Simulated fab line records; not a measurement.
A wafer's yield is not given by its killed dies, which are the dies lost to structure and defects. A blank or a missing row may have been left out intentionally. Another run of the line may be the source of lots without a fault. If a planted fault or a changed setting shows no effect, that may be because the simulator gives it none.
fab line records | flow n5-finfet
record lots=6 | wafers=18 | last-day=17
route steps=1938 shown SD_EPI_N@265 BEOL_M4@1111
lots with no fault: from the same line, run without faults
start-h: start of the lot's first displayed wafer, in hours after the record's first day | wait-h: hours since the lot's step before | " as in the row above | L1.1+2: a single row standing in for several wafers | - value missing, or start not given | * or withheld: withheld | < > ~ a bound
route shown NAME@n: names a module that has steps shown in the file, with the first one's number in the route | usual: the fault-free wafers' mean and standard deviation | same: alike in all rows | chamber/n: place in a boat | sites: the reading at each site | _std_site: the standard deviation of these | _edge_site: inner sites' mean taken away from outer sites' mean | radius-mm: for every site, how far away it sits from the centre of the wafer | mask NAME#n: copy n | behind: the tool/chamber that last shaped the wafer | hold: why the lot went on hold/how many hours it stayed there/how the hold came to an end | device: transistor that didn't switch, given as n, p or np | end of line: the same wafers' tests at the end of the route | a step with no rows: only its recipe | killed: count of dies lost to structure and defects at first sort (not the wafer's yield) | map: shows each die of a wafer: x if killed, . if not, _ if none is there
set.NAME: the setting that was run; set.NAME@STEP: the one run at that earlier step | model.NAME: the simulator's own value behind a step, which no gauge read
lots at some steps of the route; a table a step, a row a wafer
services: a tool's chamber out of use, with start hour (start-h, from the record's first day; less than 0 if before it), hours out, and reason
## steps
# step N5_SD_EPI_N_EBR_05
# recipe solvent=PGMEA | ebr-width-mm=1.5
# step N5_SD_EPI_N_SOFTBAKE_04
# recipe temp-c=110 | time-s=60 | resist=CAR-ArF-block
# step N5_SD_EPI_N_EXPOSE_06
# recipe mask-id=SD_N_BLK | na=1.35 | source-shape=conventional | sigma-outer=0.8 | polarization=unpolarized | target-cd-nm=120 | dose-mj=39.75
# step N5_SD_EPI_N_PEB_07
# recipe peb-temp-c=110 | peb-time-s=60 | resist=CAR-ArF-block
# step N5_SD_EPI_N_DEVELOP_08
# recipe develop-time-s=30 | developer=TMAH | resist=CAR-ArF-block | dev-temp-c=23 | rinse-liquid=diw | dry=air-spin
# step N5_SD_EPI_N_CD_MEAS_09
# recipe target-cd-nm=120 | landing-energy-ev=500 | detector=se-inlens
# usual cd-nm=120.0/0.57
lot.wafer | tool      | chamber | start-h | wait-h | cd-nm
L849.1    | cd-sem-03 | 0       | 75.90   | -      | 120.9
L849.2    | "         | 0       | "       | "      | 120.0
L849.3    | "         | 0       | "       | "      | 120.2
L852.2    | cd-sem-02 | 0       | 95.35   | -      | 120.0
L852.4    | "         | 0       | "       | "      | 120.6
L852.5    | "         | 0       | "       | "      | 119.9
L856.1    | cd-sem-02 | 0       | 125.75  | -      | 119.3
L856.2    | "         | 0       | "       | "      | 118.9
L856.5    | "         | 0       | "       | "      | 119.9
L861.3    | cd-sem-02 | 0       | 145.20  | -      | 119.8
L861.4    | "         | 0       | "       | "      | 119.2
L861.5    | "         | 0       | "       | "      | 120.2
L862.4    | cd-sem-03 | 0       | 152.99  | -      | 120.6
L862.5    | "         | 0       | "       | "      | 120.3
L862.6    | "         | 0       | "       | "      | 120.4
L868.1    | cd-sem-01 | 0       | 187.15  | -      | 119.2
L868.2    | "         | 0       | "       | "      | 120.4
L868.3    | "         | 0       | "       | "      | 118.5
# step N5_SD_EPI_N_OVL_MEAS_10
# recipe points-per-wafer=44
# usual SD_N_BLK_OVL=-0.6/0.79
lot.wafer | tool       | chamber | start-h | wait-h | SD_N_BLK_OVL[nm]
L849.1    | overlay-02 | 0       | 75.93   | 0.0    | -1.3
L849.2    | "          | 0       | "       | "      | -0.1
L849.3    | "          | 0       | "       | "      | -0.6
L852.2    | overlay-02 | 0       | 95.38   | 0.0    | -2.2
L852.4    | "          | 0       | "       | "      | -0.7
L852.5    | "          | 0       | "       | "      | -0.9
L856.1    | overlay-02 | 0       | 125.78  | 0.0    | -0.4
L856.2    | "          | 0       | "       | "      | 0.0
L856.5    | "          | 0       | "       | "      | -1.4
L861.3    | overlay-01 | 0       | 145.23  | 0.0    | -1.6
L861.4    | "          | 0       | "       | "      | -1.3
L861.5    | "          | 0       | "       | "      | -2.3
L862.4    | overlay-02 | 0       | 153.02  | 0.0    | -0.9
L862.5    | "          | 0       | "       | "      | -2.1
L862.6    | "          | 0       | "       | "      | -0.8
L868.1    | overlay-02 | 0       | 187.18  | 0.0    | 0.0
L868.2    | "          | 0       | "       | "      | 1.5
L868.3    | "          | 0       | "       | "      | -0.4
# step N5_SD_EPI_N_INSPECT_11
# recipe mode=adi | inspect-instrument=macro
# usual raw-defect-count=2.1/1.4
lot.wafer | tool              | chamber | start-h | wait-h | raw-defect-count
L849.1    | defect-inspect-01 | -       | 75.95   | 0.0    | 0
L849.2    | "                 | -       | "       | "      | 3
L849.3    | "                 | -       | "       | "      | 2
L852.2    | defect-inspect-01 | -       | 95.40   | 0.0    | 1
L852.4    | "                 | -       | "       | "      | 2
L852.5    | "                 | -       | "       | "      | 2
L856.1    | defect-inspect-02 | -       | 125.80  | 0.0    | 2
L856.2    | "                 | -       | "       | "      | 2
L856.5    | "                 | -       | "       | "      | 1
L861.3    | defect-inspect-02 | -       | 145.25  | 0.0    | 6
L861.4    | "                 | -       | "       | "      | 2
L861.5    | "                 | -       | "       | "      | 1
L862.4    | defect-inspect-01 | -       | 153.04  | 0.0    | 1
L862.5    | "                 | -       | "       | "      | 4
L862.6    | "                 | -       | "       | "      | 2
L868.1    | defect-inspect-02 | -       | 187.21  | 0.0    | 1
L868.2    | "                 | -       | "       | "      | 2
L868.3    | "                 | -       | "       | "      | 2
# step N5_SD_EPI_N_DESCUM_14
# recipe chemistry=O2 | time-s=7.9 | source-power-w=50 | bias-power-w=20 | pressure-mtorr=20 | rf-frequency-hz=2.712e+07 | temp-c=40 | resist=CAR-ArF-block | o2-flow-sccm=225
# usual drypump-motor-current-A=5.8/0.48 | oes-product-au=0.77/0.066 | rf-vpp-V=243.6/1.5 | showerhead-plenum-p-Torr=2.12/0.08 | throttle-valve-pct=20.30/0.21
lot.wafer | tool        | chamber | start-h | wait-h | drypump-motor-current-A | oes-product-au | rf-hours-counter-h | rf-vpp-V | showerhead-plenum-p-Torr | throttle-valve-pct
L849.1    | rie-diel-05 | 2       | 76.04   | 0.1    | 6.3                     | 0.74           | 156                | 240.6    | 2.09                     | 20.50
L849.2    | "           | 1       | "       | "      | 6.2                     | 0.74           | 202                | 243.4    | 2.07                     | 20.41
L849.3    | "           | 3       | "       | "      | 5.4                     | 0.76           | 149                | 242.9    | 2.09                     | 20.46
L852.2    | rie-diel-01 | 0       | 95.43   | 0.0    | 5.5                     | 0.71           | 223                | 243.3    | 2.15                     | 20.19
L852.4    | "           | 3       | "       | "      | 5.1                     | 0.86           | 29                 | 245.5    | 2.22                     | 20.02
L852.5    | "           | 3       | "       | "      | 5.1                     | 0.86           | -                  | 244.8    | 2.22                     | 20.03
L856.1    | rie-diel-05 | 2       | 125.84  | 0.0    | 6.3                     | 0.72           | 175                | 243.7    | 2.09                     | 20.54
L856.2    | "           | 3       | "       | "      | 5.3                     | 0.74           | 170                | 243.6    | 2.08                     | 20.51
L856.5    | "           | 1       | "       | "      | 6.2                     | 0.72           | -                  | 243.0    | 2.06                     | 20.45
L861.3    | rie-diel-01 | 1       | 145.29  | 0.0    | 6.1                     | 0.73           | 185                | 242.0    | 1.99                     | 20.26
L861.4    | "           | 2       | "       | "      | 5.4                     | 0.84           | 61                 | 245.2    | 2.23                     | 20.22
L861.5    | "           | 1       | "       | "      | 6.1                     | 0.73           | -                  | 241.0    | 1.99                     | 20.23
L862.4    | rie-diel-01 | 3       | 153.08  | 0.0    | 5.1                     | 0.82           | 53                 | 244.8    | 2.21                     | 20.05
L862.5    | "           | 3       | "       | "      | 5.1                     | 0.82           | -                  | 246.5    | 2.21                     | 20.06
L862.6    | "           | 2       | "       | "      | 5.4                     | 0.84           | -                  | 246.4    | 2.22                     | 20.20
L868.1    | rie-diel-05 | 3       | 187.24  | 0.0    | 5.3                     | 0.72           | 193                | 244.7    | 2.07                     | 20.52
L868.2    | "           | 2       | "       | "      | 6.3                     | 0.70           | 198                | 242.5    | 2.08                     | 20.54
L868.3    | "           | 0       | "       | "      | 5.2                     | 0.69           | 224                | 243.1    | 2.16                     | 20.56
# step N5_SD_EPI_N_ETCH_34
# recipe chemistry=CF4 | target=SiARC | target-depth-a=455 | mask-material=CAR-ArF-block | time-s=75.8 | ion-energy-ev=80 | pressure-mtorr=40 | source-w=545 | bias-w=36 | Ar_flow_sccm=100 | cf4-flow-sccm=100 | ends=cleared
# usual drypump-motor-current-A=5.8/0.48 | etch-rf-on-time-s=76.5/1.1 | oes-product-au=0.66/0.057 | rf-vpp-V=184.4/1.1 | showerhead-plenum-p-Torr=2.17/0.077 | throttle-valve-pct=15.52/0.22
lot.wafer | tool        | chamber | start-h | wait-h | drypump-motor-current-A | etch-rf-on-time-s | oes-product-au | rf-hours-counter-h | rf-vpp-V | showerhead-plenum-p-Torr | throttle-valve-pct
L849.1    | rie-diel-05 | 2       | 76.07   | 0.0    | 6.3                     | 77.4              | 0.62           | 156                | 184.2    | 2.15                     | 15.74
L849.2    | "           | 1       | "       | "      | 6.2                     | 74.9              | 0.63           | 202                | 183.3    | 2.12                     | 15.71
L849.3    | "           | 3       | "       | "      | 5.4                     | 77.4              | 0.64           | 149                | 185.1    | 2.14                     | 15.70
L852.2    | rie-diel-01 | 0       | 95.47   | 0.0    | 5.5                     | 77.3              | 0.60           | 223                | 182.5    | 2.20                     | 15.48
L852.4    | "           | 3       | "       | "      | 5.1                     | 76.9              | 0.74           | 29                 | 184.2    | 2.27                     | 15.21
L852.5    | "           | 3       | "       | "      | 5.1                     | 76.6              | 0.74           | -                  | 183.8    | 2.27                     | 15.21
L856.1    | rie-diel-05 | 2       | 125.87  | 0.0    | 6.3                     | 76.4              | 0.62           | 175                | 184.5    | 2.14                     | 15.76
L856.2    | "           | 3       | "       | "      | 5.3                     | 77.1              | 0.63           | 170                | 183.8    | 2.14                     | 15.75
L856.5    | "           | 1       | "       | "      | 6.1                     | 74.8              | 0.62           | -                  | 185.4    | 2.12                     | 15.72
L861.3    | rie-diel-01 | 1       | 145.32  | 0.0    | 6.1                     | 77.3              | 0.61           | 185                | 183.8    | 2.05                     | 15.54
L861.4    | "           | 2       | "       | "      | 5.4                     | 75.0              | 0.72           | 61                 | 185.8    | 2.26                     | 15.32
L861.5    | "           | 1       | "       | "      | 6.1                     | 77.5              | 0.61           | -                  | 181.6    | 2.05                     | 15.54
L862.4    | rie-diel-01 | 3       | 153.11  | 0.0    | 5.1                     | 77.6              | 0.70           | 53                 | 185.6    | 2.26                     | 15.25
L862.5    | "           | 3       | "       | "      | 5.1                     | 77.5              | 0.69           | -                  | 185.1    | 2.26                     | 15.27
L862.6    | "           | 2       | "       | "      | 5.4                     | 75.8              | 0.71           | -                  | 185.6    | 2.26                     | 15.32
L868.1    | rie-diel-05 | 3       | 187.27  | 0.0    | 5.4                     | 77.4              | 0.61           | 193                | 183.6    | 2.13                     | 15.79
L868.2    | "           | 2       | "       | "      | 6.3                     | 77.6              | 0.59           | 199                | 182.3    | 2.13                     | 15.80
L868.3    | "           | 0       | "       | "      | 5.2                     | 77.9              | 0.59           | 224                | 184.6    | 2.20                     | 15.76
# step N5_SD_EPI_N_ETCH_35
# recipe chemistry=N2/H2 | target=SOC | overetch-a=1080 | mask-material=SiARC | temp-c=40 | ion-energy-ev=100 | source-w=3000 | bias-w=133 | pressure-mtorr=20 | time-s=486 | n2-flow-sccm=200 | h2-flow-sccm=200
# usual drypump-motor-current-A=5.8/0.48 | n2-flow-sccm=200.0/0.59 | oes-product-au=0.69/0.056 | rf-vpp-V=241.2/1.4 | showerhead-plenum-p-Torr=2.57/0.097 | throttle-valve-pct=23.7/0.31
lot.wafer | tool        | chamber | start-h | wait-h | drypump-motor-current-A | n2-flow-sccm | oes-product-au | rf-hours-counter-h | rf-vpp-V | showerhead-plenum-p-Torr | throttle-valve-pct
L849.1    | rie-diel-05 | 2       | 76.13   | 0.0    | 6.3                     | 199.6        | 0.66           | 156                | 240.7    | 2.54                     | 24.0
L849.2    | "           | 1       | "       | "      | 6.1                     | 201.0        | 0.65           | 202                | 241.3    | 2.51                     | 23.9
L849.3    | "           | 3       | "       | "      | 5.4                     | 199.7        | 0.69           | 149                | 240.6    | 2.55                     | 23.9
L852.2    | rie-diel-01 | 0       | 95.52   | 0.0    | 5.5                     | 200.4        | 0.63           | 223                | 240.6    | 2.62                     | 23.5
L852.4    | "           | 3       | "       | "      | 5.2                     | 200.1        | 0.76           | 30                 | 243.7    | 2.71                     | 23.7
L852.5    | "           | 3       | "       | "      | 5.1                     | 200.4        | 0.76           | -                  | 243.0    | 2.71                     | 23.7
L856.1    | rie-diel-05 | 2       | 125.93  | 0.0    | 6.3                     | 199.8        | 0.65           | 176                | 240.8    | 2.53                     | 24.0
L856.2    | "           | 3       | "       | "      | 5.3                     | 200.1        | 0.66           | 170                | 240.6    | 2.54                     | 23.9
L856.5    | "           | 1       | "       | "      | 6.1                     | 199.6        | 0.65           | -                  | 239.0    | 2.51                     | 23.9
L861.3    | rie-diel-01 | 1       | 145.38  | 0.0    | 6.1                     | 200.5        | 0.65           | 185                | 240.4    | 2.42                     | 23.5
L861.4    | "           | 2       | "       | "      | 5.4                     | 200.5        | 0.75           | 61                 | 241.6    | 2.69                     | 23.7
L861.5    | "           | 1       | "       | "      | 6.1                     | 200.2        | 0.66           | -                  | 241.6    | 2.42                     | 23.5
L862.4    | rie-diel-01 | 3       | 153.17  | 0.0    | 5.1                     | 199.8        | 0.74           | 53                 | 242.5    | 2.70                     | 23.7
L862.5    | "           | 3       | "       | "      | 5.1                     | 199.0        | 0.73           | -                  | 243.0    | 2.70                     | 23.7
L862.6    | "           | 2       | "       | "      | 5.4                     | 200.6        | 0.75           | -                  | 241.8    | 2.69                     | 23.6
L868.1    | rie-diel-05 | 3       | 187.33  | 0.0    | 5.4                     | 200.2        | 0.65           | 194                | 241.5    | 2.53                     | 24.0
L868.2    | "           | 2       | "       | "      | 6.3                     | 200.4        | 0.63           | 199                | 241.0    | 2.52                     | 24.0
L868.3    | "           | 0       | "       | "      | 5.2                     | 200.3        | 0.64           | 224                | 241.5    | 2.61                     | 23.9
# step N5_SD_EPI_N_STRIP_36
# recipe chemistry=N2/H2 | temp-c=40 | n2-flow-sccm=200 | h2-flow-sccm=200 | rf-frequency-hz=6e+07
# step N5_SD_EPI_N_ETCHBACK_44
# recipe chemistry=CH3F/O2 | mode=anisotropic-etchback | target=SiNx | target-depth-a=145 | stop-on=SiO2 | over-etch-frac=0.3 | ion-energy-ev=120 | pressure-mtorr=30 | source-w=395 | bias-w=73 | Ar_flow_sccm=150 | CH3F_flow_sccm=30 | O2_flow_sccm=20
# usual drypump-motor-current-A=5.8/0.48 | oes_o_777_au=0.77/0.064 | oes-product-au=0.66/0.053 | rf-vpp-V=296.3/2.5 | showerhead-plenum-p-Torr=2.03/0.075 | throttle-valve-pct=16.25/0.21
lot.wafer | tool        | chamber | start-h | wait-h | drypump-motor-current-A | oes_o_777_au | oes-product-au | rf-hours-counter-h | rf-vpp-V | showerhead-plenum-p-Torr | throttle-valve-pct | model.SiARC_of_SD_EPI_N_COAT_33.thk-nm
L849.1    | rie-diel-05 | 2       | 76.45   | 0.0    | 6.3                     | 0.74         | 0.63           | 156                | 294.0    | 2.00                     | 16.45              | 16.6
L849.2    | "           | 1       | "       | "      | 6.1                     | 0.74         | 0.63           | 202                | 293.5    | 1.98                     | 16.37              | 16.2
L849.3    | "           | 3       | "       | "      | 5.3                     | 0.75         | 0.65           | 149                | 293.9    | 2.00                     | 16.43              | 16.6
L852.2    | rie-diel-01 | 0       | 95.85   | 0.0    | 5.5                     | 0.71         | 0.61           | 223                | 298.0    | 2.06                     | 16.15              | 16.6
L852.4    | "           | 3       | "       | "      | 5.1                     | 0.85         | 0.74           | 30                 | 298.3    | 2.12                     | 15.95              | 16.4
L852.5    | "           | 3       | "       | "      | 5.1                     | 0.85         | 0.73           | -                  | 299.6    | 2.12                     | 15.96              | 16.2
L856.1    | rie-diel-05 | 2       | 126.25  | 0.0    | 6.3                     | 0.72         | 0.62           | 176                | 293.2    | 2.00                     | 16.49              | 16.4
L856.2    | "           | 3       | "       | "      | 5.4                     | 0.73         | 0.64           | 170                | 292.9    | 1.99                     | 16.46              | 16.8
L856.5    | "           | 1       | "       | "      | 6.2                     | 0.71         | 0.61           | -                  | 293.5    | 1.97                     | 16.43              | 16
L861.3    | rie-diel-01 | 1       | 145.70  | 0.0    | 6.1                     | 0.72         | 0.63           | 185                | 294.3    | 1.91                     | 16.27              | 16.4
L861.4    | "           | 2       | "       | "      | 5.4                     | 0.84         | 0.71           | 61                 | 299.2    | 2.12                     | 16.06              | 16.4
L861.5    | "           | 1       | "       | "      | 6.1                     | 0.72         | 0.63           | -                  | 295.6    | 1.91                     | 16.28              | 16.4
L862.4    | rie-diel-01 | 3       | 153.49  | 0.0    | 5.2                     | 0.81         | 0.70           | 53                 | 297.1    | 2.11                     | 15.99              | 17
L862.5    | "           | 3       | "       | "      | 5.1                     | 0.81         | 0.70           | -                  | 297.9    | 2.11                     | 16.00              | 16.4
L862.6    | "           | 2       | "       | "      | 5.3                     | 0.84         | 0.71           | -                  | 298.1    | 2.12                     | 16.06              | 16
L868.1    | rie-diel-05 | 3       | 187.66  | 0.0    | 5.4                     | 0.72         | 0.63           | 194                | 296.6    | 1.99                     | 16.52              | 16.4
L868.2    | "           | 2       | "       | "      | 6.3                     | 0.71         | 0.60           | 199                | 291.3    | 1.99                     | 16.52              | 16.4
L868.3    | "           | 0       | "       | "      | 5.2                     | 0.71         | 0.61           | 224                | 296.2    | 2.06                     | 16.47              | 16.4
# step N5_SD_EPI_N_ETCH_45
# recipe chemistry=CH3F/O2 | target=SiOCN | target-depth-a=60 | mask-material=SOC | ion-energy-ev=60 | bias-w=29 | pressure-mtorr=15 | source-w=410 | Ar_flow_sccm=150 | CH3F_flow_sccm=30 | O2_flow_sccm=20
# usual drypump-motor-current-A=5.8/0.48 | oes-product-au=0.77/0.066 | rf-vpp-V=127.6/0.99 | showerhead-plenum-p-Torr=2.02/0.075 | throttle-valve-pct=23.19/0.21
lot.wafer | tool        | chamber | start-h | wait-h | drypump-motor-current-A | oes-product-au | rf-hours-counter-h | rf-vpp-V | showerhead-plenum-p-Torr | throttle-valve-pct
L849.1    | rie-diel-05 | 2       | 76.55   | 0.1    | 6.3                     | 0.73           | 156                | 127.0    | 2.00                     | 23.43
L849.2    | "           | 1       | "       | "      | 6.2                     | 0.73           | 202                | 126.7    | 1.97                     | 23.27
L849.3    | "           | 3       | "       | "      | 5.3                     | 0.76           | 149                | 127.7    | 1.99                     | 23.42
L852.2    | rie-diel-01 | 0       | 95.95   | 0.1    | 5.5                     | 0.71           | 223                | 127.9    | 2.05                     | 23.05
L852.4    | "           | 3       | "       | "      | 5.1                     | 0.86           | 30                 | 126.9    | 2.11                     | 22.92
L852.5    | "           | 3       | "       | "      | 5.1                     | 0.86           | -                  | 128.0    | 2.12                     | 22.92
L856.1    | rie-diel-05 | 2       | 126.35  | 0.1    | 6.3                     | 0.72           | 176                | 125.7    | 1.99                     | 23.44
L856.2    | "           | 3       | "       | "      | 5.4                     | 0.75           | 170                | 126.5    | 1.99                     | 23.45
L856.5    | "           | 1       | "       | "      | 6.1                     | 0.72           | -                  | 128.4    | 1.96                     | 23.28
L861.3    | rie-diel-01 | 1       | 145.80  | 0.1    | 6.1                     | 0.72           | 185                | 125.5    | 1.91                     | 23.14
L861.4    | "           | 2       | "       | "      | 5.4                     | 0.84           | 61                 | 128.9    | 2.12                     | 23.08
L861.5    | "           | 1       | "       | "      | 6.1                     | 0.72           | -                  | 125.6    | 1.91                     | 23.13
L862.4    | rie-diel-01 | 3       | 153.59  | 0.1    | 5.1                     | 0.83           | 53                 | 128.6    | 2.11                     | 22.96
L862.5    | "           | 3       | "       | "      | 5.1                     | 0.82           | -                  | 128.8    | 2.11                     | 22.95
L862.6    | "           | 2       | "       | "      | 5.4                     | 0.84           | -                  | 127.1    | 2.11                     | 23.08
L868.1    | rie-diel-05 | 3       | 187.76  | 0.1    | 5.4                     | 0.72           | 194                | 127.4    | 1.98                     | 23.48
L868.2    | "           | 2       | "       | "      | 6.3                     | 0.70           | 199                | 126.9    | 1.98                     | 23.47
L868.3    | "           | 0       | "       | "      | 5.2                     | 0.71           | 224                | 128.4    | 2.05                     | 23.40
# step N5_SD_EPI_N_ETCH_16
# recipe chemistry=CHF3/O2 | target=SiO2 | target-depth-a=50 | mask-material=SOC | pressure-mtorr=30 | source-w=650 | bias-w=170 | Ar_flow_sccm=200 | CHF3_flow_sccm=50 | O2_flow_sccm=5 | ion-energy-ev=200
# usual drypump-motor-current-A=5.8/0.48 | oes_o_777_au=0.77/0.064 | oes-product-au=0.77/0.066 | rf-vpp-V=522/4.2 | showerhead-plenum-p-Torr=2.44/0.087 | throttle-valve-pct=18.78/0.21
lot.wafer | tool        | chamber | start-h | wait-h | drypump-motor-current-A | oes_o_777_au | oes-product-au | rf-hours-counter-h | rf-vpp-V | showerhead-plenum-p-Torr | throttle-valve-pct | model.SiARC_of_SD_EPI_N_COAT_33.thk-nm
L849.1    | rie-diel-05 | 2       | 76.65   | 0.1    | 6.3                     | 0.74         | 0.73           | 156                | 517      | 2.41                     | 18.99              | 13.2
L849.2    | "           | 1       | "       | "      | 6.1                     | 0.74         | 0.73           | 202                | 518      | 2.38                     | 18.93              | 12.6
L849.3    | "           | 3       | "       | "      | 5.3                     | 0.75         | 0.76           | 149                | 517      | 2.41                     | 18.99              | 13.2
L852.2    | rie-diel-01 | 0       | 96.05   | 0.1    | 5.5                     | 0.70         | 0.71           | 223                | 526      | 2.47                     | 18.68              | 13
L852.4    | "           | 3       | "       | "      | 5.1                     | 0.85         | 0.86           | 30                 | 524      | 2.55                     | 18.52              | 12.8
L852.5    | "           | 3       | "       | "      | 5.1                     | 0.84         | 0.85           | -                  | 526      | 2.55                     | 18.51              | 12.8
L856.1    | rie-diel-05 | 2       | 126.45  | 0.1    | 6.3                     | 0.73         | 0.72           | 176                | 515      | 2.41                     | 19.01              | 13
L856.2    | "           | 3       | "       | "      | 5.3                     | 0.73         | 0.73           | 170                | 518      | 2.40                     | 19.00              | 13.4
L856.5    | "           | 1       | "       | "      | 6.1                     | 0.72         | 0.72           | -                  | 517      | 2.38                     | 18.93              | 12.4
L861.3    | rie-diel-01 | 1       | 145.90  | 0.1    | 6.1                     | 0.73         | 0.72           | 185                | 520      | 2.31                     | 18.79              | 13
L861.4    | "           | 2       | "       | "      | 5.4                     | 0.84         | 0.84           | 61                 | 528      | 2.55                     | 18.63              | 12.8
L861.5    | "           | 1       | "       | "      | 6.1                     | 0.72         | 0.72           | -                  | 519      | 2.31                     | 18.79              | 13
L862.4    | rie-diel-01 | 3       | 153.69  | 0.1    | 5.1                     | 0.81         | 0.83           | 53                 | 526      | 2.54                     | 18.57              | 13.4
L862.5    | "           | 3       | "       | "      | 5.1                     | 0.82         | 0.83           | -                  | 525      | 2.54                     | 18.55              | 12.8
L862.6    | "           | 2       | "       | "      | 5.4                     | 0.84         | 0.84           | -                  | 529      | 2.55                     | 18.62              | 12.4
L868.1    | rie-diel-05 | 3       | 187.86  | 0.1    | 5.4                     | 0.72         | 0.72           | 194                | 519      | 2.39                     | 19.05              | 13
L868.2    | "           | 2       | "       | "      | 6.3                     | 0.71         | 0.70           | 199                | 516      | 2.40                     | 19.07              | 12.8
L868.3    | "           | 0       | "       | "      | 5.2                     | 0.72         | 0.70           | 224                | 521      | 2.47                     | 18.98              | 13
# step N5_SD_EPI_N_STRIP_47
# recipe chemistry=CHF3/O2 | resist=SiARC | rf-frequency-hz=6e+07
# step N5_BEOL_M4_RC_MEAS_101
# usual DIBL_N=36.3/1.4 | DIBL_P=35.7/1.5 | IOFF_N=0.155/0.022 | IOFF_P=0.204/0.027 | ION_N=671/9 | ION_P=459/6.2 | SS_N=71.5/0.54 | SS_P=73.1/0.56 | VT_N=250.2/2.6 | VT_P=-251/3.3
lot.wafer | tool      | chamber | start-h | wait-h | DIBL_N[mV/V] | DIBL_P[mV/V] | IOFF_N[nA/um] | IOFF_P[nA/um] | ION_N[uA/um] | ION_P[uA/um] | SS_N[mV/dec] | SS_P[mV/dec] | VT_N[mV] | VT_P[mV]
L849.1    | prober-02 | 0       | 191.18  | 0.0    | 37.7         | 37.2         | 0.183         | 0.269         | 686          | 480          | 71.7         | 73.5         | 245.5    | -243
L849.2    | "         | 0       | "       | "      | 36.0         | 34.5         | 0.155         | 0.234         | 675          | 465          | 72.4         | 73.5         | 253.0    | -248
L849.3    | "         | 0       | "       | "      | 35.1         | 33.9         | 0.137         | 0.210         | 671          | 464          | 71.3         | 72.2         | 250.5    | -248
L852.2    | prober-01 | 0       | 212.76  | 0.2    | 36.3         | 35.8         | 0.143         | 0.179         | 663          | 445          | 70.8         | 73.0         | 253.2    | -255
L852.4    | "         | 0       | "       | "      | 36.3         | 35.8         | 0.139         | 0.180         | 659          | 448          | 71.3         | 73.4         | 254.3    | -257
L852.5    | "         | 0       | "       | "      | 35.6         | 35.0         | 0.131         | 0.168         | 648          | 443          | 71.2         | 72.4         | 254.9    | -257
L856.1    | prober-01 | 0       | 240.02  | 0.0    | 36.2         | 35.9         | 0.154         | 0.186         | 687          | 469          | 72.3         | 73.5         | 252.0    | -255
L856.2    | "         | 0       | "       | "      | 37.0         | 37.1         | 0.170         | 0.207         | 688          | 461          | 71.7         | 73.7         | 252.4    | -252
L856.5    | "         | 0       | "       | "      | 36.7         | 36.6         | 0.157         | 0.198         | 679          | 463          | 72.0         | 72.9         | 248.4    | -253
L861.3    | prober-01 | 0       | 263.09  | 0.3    | 34.6         | 35.8         | 0.139         | 0.181         | 671          | 459          | 71.3         | 72.4         | 251.3    | -250
L861.4    | "         | 0       | "       | "      | 33.9         | 35.0         | 0.125         | 0.177         | 649          | 449          | 71.9         | 73.0         | 256.4    | -253
L861.5    | "         | 0       | "       | "      | 35.6         | 36.5         | 0.149         | 0.194         | 666          | 451          | 72.0         | 73.4         | 253.2    | -252
L862.4    | prober-01 | 0       | 280.43  | 0.5    | 37.5         | 37.0         | 0.160         | 0.237         | 674          | 462          | 71.1         | 73.1         | 249.0    | -249
L862.5    | "         | 0       | "       | "      | 39.3         | 38.5         | 0.190         | 0.263         | 682          | 466          | 71.4         | 74.4         | 247.2    | -248
L862.6    | "         | 0       | "       | "      | 38.9         | 38.2         | 0.177         | 0.254         | 675          | 462          | 71.7         | 73.8         | 249.5    | -246
L868.1    | prober-01 | 0       | 307.18  | 0.0    | 36.2         | 35.0         | 0.150         | 0.181         | 667          | 449          | 71.7         | 72.0         | 252.0    | -255
L868.2    | "         | 0       | "       | "      | 36.1         | 34.8         | 0.150         | 0.182         | 665          | 453          | 71.3         | 72.3         | 251.1    | -255
L868.3    | "         | 0       | "       | "      | 35.6         | 35.9         | 0.145         | 0.186         | 670          | 461          | 71.3         | 72.7         | 251.7    | -253
## services
tool        | chamber | start-h | hours | kind
rie-diel-01 | 0       | 162.56  | -     | clean
rie-diel-01 | 0       | 162.56  | -     | consumable-replace:esc
rie-diel-01 | 0       | 162.56  | -     | consumable-replace:focus-ring
rie-diel-01 | 0       | 162.56  | 21.0  | scheduled-down
rie-diel-01 | 0       | 162.56  | 21.0  | vent-cycle
## key
first-sign none at tools or gauges
model-effect step=N5_SD_EPI_N_ETCHBACK_44 | value=SiARC_of_SD_EPI_N_COAT_33.thk-nm | without=16.1 | struck=16.7
model-effect step=N5_SD_EPI_N_ETCH_16 | value=SiARC_of_SD_EPI_N_COAT_33.thk-nm | without=12.5 | struck=13.1
met-at N5_SD_EPI_N_ETCHBACK_44
struck-wafers L861.4,L862.4
sort-left-out L861.4,L862.4
onset-between 95.85 145.70
fault kind=process-parameter-drift | tool=rie-diel-01 | chamber=- | onset-h=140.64 | steps=N5_SD_EPI_N_ETCHBACK_44 | channel=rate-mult | offset=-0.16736 | shape=step | end-h=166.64 | scope=struck-wafers-only
# sort-left-out: the simulated sort isn't trusted on such a fault, so these wafers' sort isn't shown, and their yield isn't known
